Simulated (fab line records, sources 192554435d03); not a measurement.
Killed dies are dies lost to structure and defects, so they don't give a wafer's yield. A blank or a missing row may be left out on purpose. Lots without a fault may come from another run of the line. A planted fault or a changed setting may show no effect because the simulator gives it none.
Which tool did it? | flow n5_finfet | 11 lots, 33 wafers sampled, at 4 steps of a route of 1938

WHAT THE GAUGES READ, wafer by wafer
N5_BEOL_M15_CD_MEAS_17: target cd 360 nm. Usual: cd_nm 360.5 nm, standard deviation 2.1.
lot  | measured     | on        | cd_nm (nm)        | flag
L941 | day 11 15:41 | cd_sem-01 | 363.4 361.7 362.8 |
L942 | day 11 21:07 | cd_sem-03 | 361.1 360.1 364.9 |
L949 | day 13 15:19 | cd_sem-02 | 362.3 360.1 360.4 |
L948 | day 14 06:01 | cd_sem-02 | 356.8 361.0 358.2 |
L952 | day 14 09:08 | cd_sem-01 | 359.6 360.7 361.2 |
L950 | day 14 15:33 | cd_sem-03 | 362.5 365.8 365.3 |
L954 | day 14 22:52 | cd_sem-01 | 360.0 361.0 360.8 |
L955 | day 15 02:21 | cd_sem-03 | 362.0 364.1 361.6 |
L956 | day 15 07:25 | cd_sem-02 | 361.6 360.0 360.6 |
L964 | day 17 12:43 | cd_sem-01 | 361.4 361.1 359.7 |
L963 | day 17 19:52 | cd_sem-02 | 362.4 359.3 364.2 |

WHICH TOOL RAN EACH LOT (tool, then ch and the chambers of the sampled wafers, then the start)
lot  | N5_BEOL_M14_ANNEAL_48            | N5_BEOL_M15_ILD_DEP_00          | N5_BEOL_M15_STRIP_63
L941 | rtp_anneal-01 ch 0, day 11 13:54 | pecvd-02 ch 0,1,2, day 11 14:39 | rie_diel-04 ch 0,2,3, day 11 15:00
L942 | rtp_anneal-01 ch 0, day 11 19:14 | pecvd-04 ch 0,2, day 11 19:58   | rie_diel-04 ch 0,2,3, day 11 20:00
L949 | rtp_anneal-01 ch 0, day 13 13:16 | pecvd-04 ch 0,1,2, day 13 14:03 | rie_diel-04 ch 0,2, day 13 15:00
L948 | rtp_anneal-01 ch 0, day 14 04:09 | pecvd-02 ch 0,2, day 14 04:53   | rie_diel-01 ch 0,1,3, day 14 05:00
L952 | rtp_anneal-01 ch 0, day 14 07:04 | pecvd-04 ch 0,1,2, day 14 07:53 | rie_diel-01 ch 0,3, day 14 08:00
L950 | rtp_anneal-02 ch 0, day 14 13:28 | pecvd-04 ch 0,1, day 14 14:17   | rie_diel-04 ch 0,1,2, day 14 15:00
L954 | rtp_anneal-01 ch 0, day 14 20:54 | pecvd-02 ch 1,2, day 14 21:35   | rie_diel-01 ch 0,1,3, day 14 22:00
L955 | rtp_anneal-02 ch 0, day 15 00:20 | pecvd-01 ch 0,1,2, day 15 01:05 | rie_diel-01 ch 0,2,3, day 15 02:00
L956 | rtp_anneal-02 ch 0, day 15 05:25 | pecvd-01 ch 0,1, day 15 06:09   | rie_diel-04 ch 1,2,3, day 15 07:00
L964 | rtp_anneal-01 ch 0, day 17 10:49 | pecvd-02 ch 0,1, day 17 11:34   | rie_diel-01 ch 0,2, day 17 12:00
L963 | rtp_anneal-02 ch 0, day 17 17:49 | pecvd-01 ch 0,1,2, day 17 18:35 | rie_diel-05 ch 0,1,3, day 17 19:00
- N5_BEOL_M14_ANNEAL_48: time 90 s.
- N5_BEOL_M15_ILD_DEP_00: deposits SiO2 from TEOS/O2, target thk 1629.3 nm, time 346.1 s.
- N5_BEOL_M15_STRIP_63: strips in O2.

WHAT THE TOOLS THEMSELVES READ (means of the sampled wafers that have a number; where no wafer has one, the mark that the record gives instead)
N5_BEOL_M14_ANNEAL_48. Usual: wafer_temp_C_max 225.83, standard deviation 0.24.
lot  | tool          | wafer_temp_C_max | flag
L941 | rtp_anneal-01 | 225.64           |
L942 | rtp_anneal-01 | 225.71           |
L949 | rtp_anneal-01 | 225.96           |
L948 | rtp_anneal-01 | 225.77           |
L952 | rtp_anneal-01 | 226.00           |
L950 | rtp_anneal-02 | 225.39           |
L954 | rtp_anneal-01 | 225.85           |
L955 | rtp_anneal-02 | 226.03           |
L956 | rtp_anneal-02 | 225.95           |
L964 | rtp_anneal-01 | 225.97           |
L963 | rtp_anneal-02 | 225.74           |

N5_BEOL_M15_ILD_DEP_00. Usual: heater_power_w 566 W, standard deviation 110; showerhead_plenum_p_Torr 8.34 Torr, standard deviation 0.033; throttle_valve_pct 18.3 %, standard deviation 0.7.
lot  | tool     | heater_power_w (W) | showerhead_plenum_p_Torr (Torr) | throttle_valve_pct (%) | flag
L941 | pecvd-02 | 683                | 8.35                            | 18.1                   |
L942 | pecvd-04 | 462                | 8.32                            | 18.5                   |
L949 | pecvd-04 | 507                | 8.35                            | 18.6                   |
L948 | pecvd-02 | 565                | 8.35                            | 17.5                   |
L952 | pecvd-04 | 492                | 8.34                            | 18.6                   |
L950 | pecvd-04 | 506                | 8.35                            | 18.9                   |
L954 | pecvd-02 | 626                | 8.35                            | 18.3                   |
L955 | pecvd-01 | 581                | 8.34                            | 18.1                   |
L956 | pecvd-01 | 607                | 8.38                            | 18.8                   |
L964 | pecvd-02 | 615                | 8.35                            | 18.7                   |
L963 | pecvd-01 | 624                | 8.34                            | 18.2                   |

N5_BEOL_M15_STRIP_63. Usual: chamber_pressure_mTorr 30.00 mTorr, standard deviation 0.049; drypump_motor_current_A 5.7 A, standard deviation 0.31; oes_product_au 0.81 a.u., standard deviation 0.1; rf_vpp_V 3.8 V, standard deviation 0.77; showerhead_plenum_p_Torr 2.08 Torr, standard deviation 0.051; temp_c 60.00 C, standard deviation 0.12; throttle_valve_pct 16.58 %, standard deviation 0.16.
lot  | tool        | chamber_pressure_mTorr (mTorr) | drypump_motor_current_A (A) | oes_product_au (a.u.) | rf_vpp_V (V) | showerhead_plenum_p_Torr (Torr) | temp_c (C) | throttle_valve_pct (%) | flag
L941 | rie_diel-04 | 30.00                          | 5.9                         | 0.90                  | 3.3          | 2.11                            | 60.00      | 16.33                  |
L942 | rie_diel-04 | 30.01                          | 5.9                         | 0.90                  | 4.1          | 2.11                            | 59.94      | 16.33                  |
L949 | rie_diel-04 | 30.05                          | 5.8                         | 0.88                  | 4.0          | 2.11                            | 60.02      | 16.38                  |
L948 | rie_diel-01 | 30.04                          | 5.5                         | 0.73                  | 3.4          | 2.06                            | 60.05      | 16.68                  |
L952 | rie_diel-01 | 30.00                          | 5.4                         | 0.75                  | 4.2          | 2.07                            | 59.96      | 16.66                  |
L950 | rie_diel-04 | 30.02                          | 6.1                         | 0.88                  | 3.4          | 2.11                            | 60.06      | 16.39                  |
L954 | rie_diel-01 | 30.03                          | 5.5                         | 0.71                  | 4.6          | 2.06                            | 59.97      | 16.69                  |
L955 | rie_diel-01 | -                              | -                           | -                     | -            | -                               | -          | -                      | OFF
L956 | rie_diel-04 | -                              | -                           | -                     | -            | -                               | -          | -                      | OFF
L964 | rie_diel-01 | 30.01                          | 5.4                         | 0.84                  | 4.4          | 2.07                            | 60.07      | 16.74                  |
L963 | rie_diel-05 | 30.02                          | 5.4                         | 0.81                  | 3.4          | 2.13                            | 60.04      | 16.58                  |

THE ANSWER, worked out from the rows above alone
Rule: a lot is off if the mean of its wafers that have a number lies more than 3 standard deviations from the usual mean. A lot without any number at a reading at which 4 lots or more have one is off too. The other lots that the step has rows for count as sound. The gauges are gone through in route order, then the tools' own readings, and for those a lot's mean is taken as printed above. The first step at which some lot is off is used, and at that step the reading that is off furthest; a lot without a number counts as furthest.
Off: L955, L956, at N5_BEOL_M15_STRIP_63 (chamber_pressure_mTorr). Without a number there: L955, L956.
A tool fits if, at that step or a process step before it, it ran every lot that is off, and no sound lot after the first of them. None of those tried fits.

WHAT THE SIMULATOR HAD PUT IN
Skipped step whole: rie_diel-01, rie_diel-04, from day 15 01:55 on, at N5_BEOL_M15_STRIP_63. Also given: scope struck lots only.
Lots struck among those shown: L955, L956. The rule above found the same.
